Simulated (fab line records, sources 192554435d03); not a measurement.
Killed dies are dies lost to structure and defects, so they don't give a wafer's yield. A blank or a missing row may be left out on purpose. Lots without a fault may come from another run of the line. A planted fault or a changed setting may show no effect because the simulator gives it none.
fab line records | flow n5_finfet
record lots=9 wafers=27 last_day=18
route steps=1938 shown BEOL_M4@1111 BEOL_M14@1756 PASSIVATION@1936
lots that met no fault: from a run of the same line without faults
start_h: hours from the record's first day to the start of the lot's first wafer shown | wait_h: hours since the lot's step before | " the same as in the row above | L1.1+2: a row that stands for several wafers | - no value, or no start given | * or withheld: withheld | < > ~ a bound
route shown NAME@n: a module of which the file shows steps, and the number in the route of the first | usual: mean/standard deviation of fault-free wafers | same: alike in all rows | chamber/n: place in a boat | sites: the reading at each site | _std_site: their standard deviation | _edge_site: outer sites' mean less inner sites' | radius_mm: how far each site lies from the wafer's centre | mask NAME#n: copy n | behind: the tool/chamber that last shaped the wafer | hold: why the lot was held/for how many hours/how that ended | device: the transistor (n, p or np) that didn't switch | end of line: the same wafers' tests at the end of the route | a step without rows: its recipe alone | killed: dies lost to structure and defects at the first sort, not the wafer's yield | map: a wafer's dies, x killed, . not, _ none there
set.NAME: the setting as run; set.NAME@STEP: as run at that earlier step | model.NAME: the simulator's own value behind a step, which no gauge read
steps of the route over a sample of lots; a table a step, a row a wafer
services: from which hour (start_h, from the record's first day; less than 0 if before it) a tool's chamber was out of use, for how many hours, and why
## steps
# step N5_BEOL_M4_RC_MEAS_101
# usual DIBL_N=36.4/1.5 DIBL_P=35.8/1.7 IOFF_N=0.154/0.022 IOFF_P=0.21/0.031 ION_N=672/8.8 ION_P=462/7.2 SS_N=71.5/0.53 SS_P=73.2/0.62 VT_N=250.4/2.5 VT_P=-250/3.5
# columns lot.wafer tool chamber start_h wait_h DIBL_N[mV/V] DIBL_P[mV/V] IOFF_N[nA/um] IOFF_P[nA/um] ION_N[uA/um] ION_P[uA/um] SS_N[mV/dec] SS_P[mV/dec] VT_N[mV] VT_P[mV]
L419.2 prober-01 0 171.15 0.2 37.2 36.9 0.157 0.24 676 464 71.4 73.3 248.2 -248
L419.4 " 0 " " 38.6 38.1 0.177 0.26 668 462 71.9 73.2 253.6 -247
L419.5 " 0 " " 37.5 36.5 0.162 0.23 657 459 71.5 73.3 249.9 -248
L420.1 prober-02 0 176.15 0.0 39.1 37.5 0.180 0.20 663 450 72.1 74.1 247.2 -253
L420.4 " 0 " " 37.0 35.0 0.145 0.17 666 451 71.4 73.2 251.9 -254
L420.6 " 0 " " 38.7 37.1 0.173 0.19 667 459 71.7 73.4 249.3 -253
L428.3 prober-01 0 244.06 0.3 37.0 35.7 0.159 0.23 670 468 72.1 72.6 249.8 -246
L428.5 " 0 " " 35.6 34.9 0.139 0.21 667 463 71.1 72.8 251.1 -246
L428.6 " 0 " " 37.3 37.0 0.179 0.25 684 477 71.4 73.5 246.8 -245
L426.4 prober-01 0 247.67 0.7 36.3 37.0 0.138 0.22 667 464 70.6 72.6 252.3 -249
L426.5 " 0 " " 36.8 37.3 0.147 0.22 666 465 71.3 73.3 250.6 -247
L426.6 " 0 " " 36.4 37.7 0.150 0.22 674 465 71.2 73.1 250.0 -245
L430.4 prober-02 0 252.37 0.5 36.7 36.6 0.148 0.18 672 453 72.1 73.4 252.0 -254
L430.5 " 0 " " 34.8 34.5 0.118 0.16 642 444 71.1 72.6 254.9 -255
L430.6 " 0 " " 37.6 37.8 0.172 0.20 685 465 71.5 74.0 248.0 -252
L429.2 prober-01 0 262.73 0.2 38.0 35.9 0.161 0.21 670 460 72.0 73.3 250.8 -250
L429.3 " 0 " " 37.0 35.4 0.153 0.20 677 460 70.9 72.7 248.7 -251
L429.6 " 0 " " 37.2 35.6 0.164 0.21 663 459 71.4 73.5 251.8 -250
L435.1 prober-02 0 285.00 0.0 35.7 34.0 0.140 0.22 665 466 71.0 72.2 254.9 -248
L435.2 " 0 " " 35.2 35.1 0.140 0.23 661 467 71.2 72.9 252.9 -247
L435.3 " 0 " " 36.8 36.5 0.166 0.26 679 473 71.3 73.4 251.1 -244
L440.1 prober-01 0 300.84 0.0 35.1 33.8 0.138 0.20 674 470 71.1 72.7 249.0 -247
L440.2 " 0 " " 36.8 36.1 0.174 0.25 677 461 72.0 73.0 248.0 -247
L440.3 " 0 " " 36.6 35.9 0.166 0.23 688 474 71.8 73.3 248.0 -248
L441.1 prober-02 0 322.60 0.0 36.9 35.3 0.148 0.20 680 458 70.7 72.9 251.6 -250
L441.2 " 0 " " 37.7 36.1 0.170 0.21 679 459 72.0 73.4 249.5 -251
L441.5 " 0 " " 37.4 35.3 0.148 0.19 672 461 71.9 72.2 249.1 -251
# step N5_BEOL_M14_STRIP_37
# recipe chemistry=O2 power_w=600 temp_c=60 pressure_mtorr=30 rf_frequency_hz=6e+07 bias_power_w=0 overash_fraction=0.3 o2_flow_sccm=225
# usual drypump_motor_current_A=5.7/0.44 oes_product_au=0.81/0.081 rf_vpp_V=3.7/0.99 showerhead_plenum_p_Torr=2.11/0.09 throttle_valve_pct=16.70/0.23
# same bias_power_w=0
# columns lot.wafer tool chamber start_h wait_h drypump_motor_current_A oes_product_au rf_hours_counter_h rf_vpp_V showerhead_plenum_p_Torr throttle_valve_pct
L419.2 rie_diel-06 0 251.31 0.2 5.6 0.79 96 3.3 2.20 16.60
L419.4 " 1 " " 6.3 0.89 28 3.0 2.24 16.82
L419.5 " 2 " " 5.9 0.67 - 2.6 2.06 16.92
L420.1 rie_diel-06 0 256.78 0.4 5.6 0.80 98 4.1 2.20 16.58
L420.4 " 2 " " 5.9 0.67 236 3.3 2.06 16.91
L420.6 " 3 " " 6.3 0.87 - 2.8 2.03 16.45
L428.3 rie_diel-06 3 329.69 0.1 6.3 0.83 - 3.8 2.02 16.52
L428.5 " 1 " " 6.3 0.86 - 4.7 2.23 16.81
L428.6 " 3 " " 6.3 0.82 - 2.1 2.02 16.47
L426.4 rie_diel-01 2 338.43 1.0 4.9 0.69 236 5.3 1.90 16.98
L426.5 " 2 " " 4.9 0.69 - 4.1 1.90 16.97
L426.6 " 1 " " 5.3 0.73 - 3.4 2.01 17.00
L430.4 rie_diel-01 0 338.59 0.4 5.0 0.92 30 1.8 2.22 16.35
L430.5 " 0 " " 5.0 0.91 - 2.6 2.22 16.33
L430.6 " 3 " " 5.5 0.84 - 3.0 2.13 16.70
L429.2 rie_diel-06 1 344.56 1.1 6.3 0.86 57 4.4 2.23 16.83
L429.3 " 2 " " 5.9 0.98 3 1.9 2.06 16.45
L429.6 " 0 " " 5.6 0.78 - 4.0 2.19 16.66
L435.1 rie_diel-01 1 372.57 0.3 5.3 0.72 201 2.8 2.00 17.06
L435.2 " 3 " " 5.6 0.80 77 3.8 2.13 16.71
L435.3 " 0 " " 5.0 0.89 42 5.4 2.22 16.39
L440.1 rie_diel-01 0 385.09 0.0 5.1 0.91 48 3.7 2.22 16.37
L440.2 " 1 " " 5.3 0.72 207 4.7 2.00 17.02
L440.3 " 3 " " 5.5 0.80 84 2.7 2.12 16.74
L441.1 rie_diel-06 2 409.39 0.2 5.9 0.88 27 5.3 2.05 16.52
L441.2 " 0 " " 5.6 0.74 150 2.6 2.18 16.72
L441.5 " 2 " " 5.9 0.88 - 4.6 2.05 16.49
# step N5_BEOL_M14_ETCH_38
# recipe chemistry=CF4/N2 target=SiCN target_depth_a=1065 taper_deg=2 time_s=120.6 ion_energy_ev=150 mask_material=SiO2 pressure_mtorr=40 source_w=430 bias_w=70 Ar_flow_sccm=100 cf4_flow_sccm=60 n2_flow_sccm=60
# usual bias_w=70.03/0.21 cf4_flow_sccm=60.02/0.19 drypump_motor_current_A=5.7/0.44 oes_product_au=0.80/0.08 rf_vpp_V=382.6/2.3 showerhead_plenum_p_Torr=2.22/0.091 throttle_valve_pct=15.47/0.23
# columns lot.wafer tool chamber start_h wait_h bias_w cf4_flow_sccm drypump_motor_current_A oes_product_au rf_hours_counter_h rf_vpp_V showerhead_plenum_p_Torr throttle_valve_pct
L419.2 rie_diel-06 0 251.35 - 69.76 60.04 5.7 0.79 96 386.0 2.32 15.40
L419.4 " 1 " " 70.31 60.02 6.4 0.89 28 385.0 2.34 15.48
L419.5 " 2 " " 70.22 60.17 5.9 0.67 - 381.6 2.18 15.71
L420.1 rie_diel-06 0 256.82 - 69.67 60.01 5.6 0.80 98 386.0 2.32 15.41
L420.4 " 2 " " 70.21 59.85 5.9 0.67 236 381.5 2.18 15.71
L420.6 " 3 " " 69.90 59.87 6.3 0.85 - 380.6 2.15 15.26
L428.3 rie_diel-06 3 329.79 - 69.84 60.24 6.3 0.81 - 380.9 2.14 15.31
L428.5 " 1 " " 69.96 60.12 6.3 0.86 - 385.0 2.33 15.55
L428.6 " 3 " " 70.03 60.42 6.3 0.81 - 381.7 2.14 15.33
L426.4 rie_diel-01 2 338.47 - - - - - - - - -
L426.5 " 2 " " - - - - - - - -
L426.6 " 1 " " - - - - - - - -
L430.4 rie_diel-01 0 338.63 - - - - - - - - -
L430.5 " 0 " " - - - - - - - -
L430.6 " 3 " " - - - - - - - -
L429.2 rie_diel-06 1 344.60 - - - - - - - - -
L429.3 " 2 " " - - - - - - - -
L429.6 " 0 " " - - - - - - - -
L435.1 rie_diel-01 1 372.61 - 69.89 59.86 5.3 0.72 201 380.7 2.10 15.78
L435.2 " 3 " " 69.99 59.90 5.6 0.80 77 383.0 2.23 15.44
L435.3 " 0 " " 69.89 60.29 5.0 0.90 42 385.5 2.33 15.18
L440.1 rie_diel-01 0 385.13 - 70.09 60.16 5.0 0.89 48 384.0 2.33 15.17
L440.2 " 1 " " 70.08 59.78 5.3 0.72 207 380.3 2.10 15.78
L440.3 " 3 " " 70.13 60.17 5.6 0.80 84 383.2 2.23 15.46
L441.1 rie_diel-06 2 409.43 - 69.75 60.08 5.9 0.90 27 379.8 2.17 15.32
L441.2 " 0 " " 70.24 59.98 5.6 0.75 150 384.7 2.30 15.51
L441.5 " 2 " " 69.89 59.82 5.9 0.90 - 382.0 2.17 15.32
# step N5_BEOL_M14_DEGAS_41
# recipe ambient=vacuum temp_c=300 time_s=60
# usual heater_power_w=471/43
# columns lot.wafer tool chamber start_h wait_h heater_power_w
L419.2 pvd_sputter-01 - 252.18 0.6 454
L419.4 " - " " 436
L419.5 " - " " 494
L420.1 pvd_sputter-03 - 257.26 0.2 454
L420.4 " - " " 416
L420.6 " - " " 413
L428.3 pvd_sputter-03 - 330.02 0.0 417
L428.5 " - " " 425
L428.6 " - " " 447
L426.4 pvd_sputter-02 - 338.85 0.2 569
L426.5 " - " " 437
L426.6 " - " " 499
L430.4 pvd_sputter-03 - 339.04 0.2 456
L430.5 " - " " 454
L430.6 " - " " 426
L429.2 pvd_sputter-03 - 345.18 0.4 422
L429.3 " - " " 478
L429.6 " - " " 452
L435.1 pvd_sputter-03 - 373.32 0.5 419
L435.2 " - " " 483
L435.3 " - " " 456
L440.1 pvd_sputter-03 - 385.38 0.1 467
L440.2 " - " " 472
L440.3 " - " " 482
L441.1 pvd_sputter-03 - 409.65 0.0 482
L441.2 " - " " 420
L441.5 " - " " 490
# step N5_BEOL_M14_SPUTTER_43
# recipe material=TaN target_thk_a=150 temp_c=50 bias_v=168.6 power_w=15000 chamber_pressure_pa=0.12 time_s=24.19
# usual throttle_valve_pct=29.9/1.2
# columns lot.wafer tool chamber start_h wait_h throttle_valve_pct
L419.2 pvd_sputter-01 - 252.26 0.0 31.5
L419.4 " - " " 29.1
L419.5 " - " " 30.8
L420.1 pvd_sputter-03 - 257.34 0.0 28.0
L420.4 " - " " 30.5
L420.6 " - " " 30.4
L428.3 pvd_sputter-03 - 330.10 0.0 30.5
L428.5 " - " " 30.4
L428.6 " - " " 31.7
L426.4 pvd_sputter-02 - 338.93 0.0 29.7
L426.5 " - " " 29.5
L426.6 " - " " 29.3
L430.4 pvd_sputter-03 - 339.14 0.0 27.9
L430.5 " - " " 32.1
L430.6 " - " " 30.5
L429.2 pvd_sputter-03 - 345.26 0.0 30.8
L429.3 " - " " 28.1
L429.6 " - " " 32.2
L435.1 pvd_sputter-03 - 373.40 0.0 30.7
L435.2 " - " " 28.2
L435.3 " - " " 28.3
L440.1 pvd_sputter-03 - 385.46 0.0 31.9
L440.2 " - " " 28.5
L440.3 " - " " 27.8
L441.1 pvd_sputter-03 - 409.73 0.0 28.1
L441.2 " - " " 30.6
L441.5 " - " " 28.4
# step N5_PASSIVATION_PROBE_49
# usual defect_limited_yield=91.5/1.4 killed_at_M0_to_M3=32/9.8 killed_at_M4_up=13/5.3 killed_at_contacts=13/6.4 killed_at_front_end=39/10 killed_at_other=3.1/2.5 killed_dies=100/17 killed_on_rim=13/3.9 killed_open=65/13 killed_short=33/7.7 sort_bin_5_function=5.0/0.93 sort_bin_6_memory=3.2/0.69 sort_n_pass=1080/17 sort_yield_pct=91.5/1.4
# same gross_dies=1180 killed_at_back_side=0 sort_bin_4_leakage[%]=0 sort_bin_8_speed[%]=0
# columns lot.wafer tool chamber start_h wait_h defect_limited_yield[%] killed_at_M0_to_M3 killed_at_M4_up killed_at_contacts killed_at_front_end killed_at_other killed_dies killed_on_rim killed_open killed_short sort_bin_5_function[%] sort_bin_6_memory[%] sort_n_pass sort_yield_pct[%]
L430.4 prober-02 - 360.07 0.2 0 20 1084 16 56 4 1180 152 65 47 96.1 3.1 0 0
L430.5 prober-02 - 360.12 0.2 0 23 1106 16 33 2 1180 152 55 24 97.2 2.6 0 0
L430.6 prober-02 - 360.17 0.3 0 31 1093 6 48 2 1180 152 69 27 96.4 3.6 0 0
L426.4 prober-01 - 361.41 0.2 0 43 1080 20 36 1 1180 152 72 41 96.4 3.3 0 0
L426.5 prober-01 - 361.46 0.2 0 35 1055 38 51 1 1180 152 105 34 95.9 3.6 0 0
L426.6 prober-01 - 361.51 0.3 0 30 1079 27 43 1 1180 152 82 31 96.6 2.8 0 0
L429.2 prober-02 - 371.29 0.1 0 39 1069 25 36 11 1180 152 75 44 95.5 4.3 0 0
L429.3 prober-02 - 371.34 0.1 0 30 1088 16 39 7 1180 152 67 28 96.3 3.1 0 0
L429.6 prober-02 - 371.49 0.3 0 42 1080 21 33 4 1180 152 75 34 96.0 3.6 0 0
L435.1 prober-02 - 394.50 0.0 92.7 28 16 18 22 2 86 17 68 17 4.9 2.1 1094 92.7
L435.2 prober-02 - 394.55 0.1 88.9 52 9 19 47 4 131 14 86 45 5.9 4.9 1049 88.9
L435.3 prober-02 - 394.60 0.1 91.3 28 19 17 36 3 103 13 68 33 5.3 2.9 1077 91.3
L440.1 prober-02 - 412.88 0.0 90.6 31 24 7 44 5 111 11 70 37 5.8 3.1 1069 90.6
L440.2 prober-02 - 412.93 0.1 91.9 43 9 8 31 4 95 7 77 16 4.8 3.2 1085 91.9
L440.3 prober-02 - 412.98 0.1 88.2 62 20 5 50 2 139 18 86 50 7.6 3.9 1041 88.2
L441.2 prober-02 - 432.12 0.1 92.6 27 13 6 41 0 87 9 66 21 4.3 2.8 1093 92.6
L441.5 prober-02 - 432.27 0.2 91.0 42 9 8 46 1 106 17 70 36 5.3 3.5 1074 91.0
# killed by level:class
L430.4 BEOL_M14:area_etch=1068 FIN_SAQP:geometric_particle:short=12 MOL_CONTACT_COAG:geometric_particle:open=10 FIN_SAQP:geometric_particle:open=9 STI_FIN_REVEAL:geometric_particle:open=9 GATE_CUT:geometric_particle:short=7 MOL_CONTACT_COAG:geometric_particle:short=6 BEOL_M3:geometric_particle:short=5
L430.5 BEOL_M14:area_etch=1101 MOL_CONTACT_COAG:geometric_particle:open=13 STI_FIN_REVEAL:geometric_particle:open=8 BEOL_M0_SAQP:geometric_particle:short=8 FIN_SAQP:geometric_particle:open=7 BEOL_M0_SAQP:geometric_particle:open=5 BEOL_M2:geometric_particle:open=4 DUMMY_GATE:geometric_particle:open=3
L430.6 BEOL_M14:area_etch=1084 FIN_SAQP:geometric_particle:open=14 FIN_SAQP:geometric_particle:short=9 BEOL_M3:geometric_particle:open=9 STI_FIN_REVEAL:geometric_particle:open=8 BEOL_M0_SAQP:geometric_particle:short=7 MOL_CONTACT_COAG:geometric_particle:open=6 DUMMY_GATE:geometric_particle:open=5
L426.4 BEOL_M14:area_etch=1066 MOL_CONTACT_COAG:geometric_particle:open=15 BEOL_M2:geometric_particle:open=14 FIN_SAQP:geometric_particle:short=9 BEOL_M0_SAQP:geometric_particle:open=8 BEOL_M0_SAQP:geometric_particle:short=7 FIN_SAQP:geometric_particle:open=6 STI_FIN_REVEAL:geometric_particle:open=6
L426.5 BEOL_M14:area_etch=1041 MOL_CONTACT_COAG:geometric_particle:open=32 STI_FIN_REVEAL:geometric_particle:open=14 FIN_SAQP:geometric_particle:open=12 BEOL_M2:geometric_particle:open=11 BEOL_M3:geometric_particle:open=10 FIN_SAQP:geometric_particle:short=9 MOL_CONTACT_COAG:geometric_particle:short=6
L426.6 BEOL_M14:area_etch=1067 MOL_CONTACT_COAG:geometric_particle:open=23 STI_FIN_REVEAL:geometric_particle:open=11 FIN_SAQP:geometric_particle:open=9 BEOL_M3:geometric_particle:open=7 BEOL_M6:geometric_particle:open=7 GATE_CUT:geometric_particle:short=6 BEOL_M0_SAQP:geometric_particle:short=6
L429.2 BEOL_M14:area_etch=1059 MOL_CONTACT_COAG:geometric_particle:open=23 BEOL_M0_SAQP:geometric_particle:short=14 BEOL_M0_SAQP:geometric_particle:open=11 FIN_SAQP:geometric_particle:short=4 FIN_SAQP:geometric_particle:open=4 GATE_CUT:geometric_particle:short=4 STARTING-WAFER:geometric_particle:open=4
L429.3 BEOL_M14:area_etch=1078 MOL_CONTACT_COAG:geometric_particle:open=11 BEOL_M2:geometric_particle:open=8 FIN_SAQP:geometric_particle:open=6 BEOL_M0_SAQP:geometric_particle:short=6 BEOL_M1:geometric_particle:open=6 FIN_SAQP:geometric_particle:short=5 STI_FIN_REVEAL:geometric_particle:open=5
L429.6 BEOL_M14:area_etch=1068 MOL_CONTACT_COAG:geometric_particle:open=16 BEOL_M0_SAQP:geometric_particle:short=10 BEOL_M1:geometric_particle:open=9 BEOL_M2:geometric_particle:open=9 FIN_SAQP:geometric_particle:short=7 FIN_SAQP:geometric_particle:open=7 STI_FIN_REVEAL:geometric_particle:open=5
L435.1 MOL_CONTACT_COAG:geometric_particle:open=15 BEOL_M4:geometric_particle:open=10 BEOL_M2:geometric_particle:open=8 BEOL_M1:geometric_particle:open=6 FIN_SAQP:geometric_particle:short=4 FIN_SAQP:geometric_particle:open=4 STI_FIN_REVEAL:geometric_particle:open=4 BEOL_M3:geometric_particle:open=4
L435.2 MOL_CONTACT_COAG:geometric_particle:open=15 BEOL_M2:geometric_particle:open=13 FIN_SAQP:geometric_particle:short=11 FIN_SAQP:geometric_particle:open=10 DUMMY_GATE:geometric_particle:open=9 BEOL_M0_SAQP:geometric_particle:open=9 BEOL_M3:geometric_particle:short=8 BEOL_M3:geometric_particle:open=7
L435.3 MOL_CONTACT_COAG:geometric_particle:open=13 BEOL_M3:geometric_particle:open=12 STI_FIN_REVEAL:geometric_particle:open=9 BEOL_M4:geometric_particle:open=7 BEOL_M5:geometric_particle:open=6 BEOL_M0_SAQP:geometric_particle:short=5 BEOL_M3:geometric_particle:short=5 STARTING-WAFER:geometric_particle:open=5
L440.1 STI_FIN_REVEAL:geometric_particle:open=13 BEOL_M4:geometric_particle:open=10 BEOL_M1:geometric_particle:open=7 BEOL_M2:geometric_particle:open=7 BEOL_M0_SAQP:geometric_particle:short=6 FIN_SAQP:geometric_particle:open=5 MOL_CONTACT_COAG:geometric_particle:open=5 DUMMY_GATE:geometric_particle:open=4
L440.2 BEOL_M2:geometric_particle:open=17 BEOL_M1:geometric_particle:open=8 FIN_SAQP:geometric_particle:open=7 MOL_CONTACT_COAG:geometric_particle:open=6 BEOL_M4:geometric_particle:open=5 STI_FIN_REVEAL:geometric_particle:open=5 BEOL_M0_SAQP:geometric_particle:open=5 FIN_SAQP:geometric_particle:short=4
L440.3 BEOL_M0_SAQP:geometric_particle:short=17 FIN_SAQP:geometric_particle:short=13 BEOL_M0_SAQP:geometric_particle:open=13 FIN_SAQP:geometric_particle:open=10 BEOL_M2:geometric_particle:open=10 BEOL_M1:geometric_particle:open=8 BEOL_M1:geometric_particle:short=8 BEOL_M4:geometric_particle:open=8
L441.2 FIN_SAQP:geometric_particle:open=15 BEOL_M0_SAQP:geometric_particle:open=10 BEOL_M4:geometric_particle:open=8 MOL_CONTACT_COAG:geometric_particle:open=6 STI_FIN_REVEAL:geometric_particle:open=5 BEOL_M1:geometric_particle:open=5 GATE_CUT:geometric_particle:short=4 BEOL_M2:geometric_particle:open=4
L441.5 FIN_SAQP:geometric_particle:open=19 BEOL_M0_SAQP:geometric_particle:short=13 BEOL_M0_SAQP:geometric_particle:open=11 MOL_CONTACT_COAG:geometric_particle:open=8 FIN_SAQP:geometric_particle:short=7 BEOL_M1:geometric_particle:open=7 STARTING-WAFER:geometric_particle:short=5 BEOL_M2:geometric_particle:open=5
## services
# columns tool chamber start_h hours kind
rie_diel-01 0 237.25 - clean
rie_diel-01 0 237.25 - consumable_replace:focus_ring
rie_diel-01 0 237.25 - consumable_replace:showerhead
rie_diel-01 0 237.25 20.1 scheduled_down
rie_diel-01 0 237.25 20.1 vent_cycle
rie_diel-06 0 243.05 2.5 repair
rie_diel-06 1 298.54 10.2 repair
rie_diel-06 2 308.72 - clean
rie_diel-06 2 308.72 - consumable_replace:focus_ring
rie_diel-06 2 308.72 27.9 scheduled_down
rie_diel-06 2 308.72 27.9 vent_cycle
rie_diel-06 0 323.67 8.7 repair
rie_diel-06 - 346.62 0.7 repair
rie_diel-06 1 370.57 4.1 repair
rie_diel-01 2 372.33 - clean
rie_diel-01 2 372.33 - consumable_replace:focus_ring
rie_diel-01 2 372.33 - consumable_replace:showerhead
rie_diel-01 2 372.33 19.3 scheduled_down
rie_diel-01 2 372.33 19.3 vent_cycle
## key
first_sign step=N5_BEOL_M14_ETCH_38 reading=tool_record direction=missing
effect step=N5_PASSIVATION_PROBE_49 reading=killed_at_M4_up direction=up sigmas=99+ usual=13 struck=1082
more_kills_born_at N5_BEOL_M14_ETCH_38@rie_diel-01=6427 N5_BEOL_M14_ETCH_38@rie_diel-06=3205
met_at N5_BEOL_M14_ETCH_38
struck_lots L426,L429,L430
later_rows_left_out L426.4,L426.5,L426.6,L429.2,L429.3,L429.6,L430.4,L430.5,L430.6
not_acting_at N5_BEOL_M14_STRIP_37,N5_BEOL_M14_DEGAS_41,N5_BEOL_M14_SPUTTER_43
onset_between 329.79 338.47
fault kind=skipped_step_whole tool=rie_diel-01,rie_diel-06 chamber=- onset_h=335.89 steps=N5_BEOL_M14_ETCH_38 scope=struck_lots_only
# later_rows_left_out: the simulator's readings of these wafers behind a module that went badly wrong aren't trusted and aren't shown, but for the sort
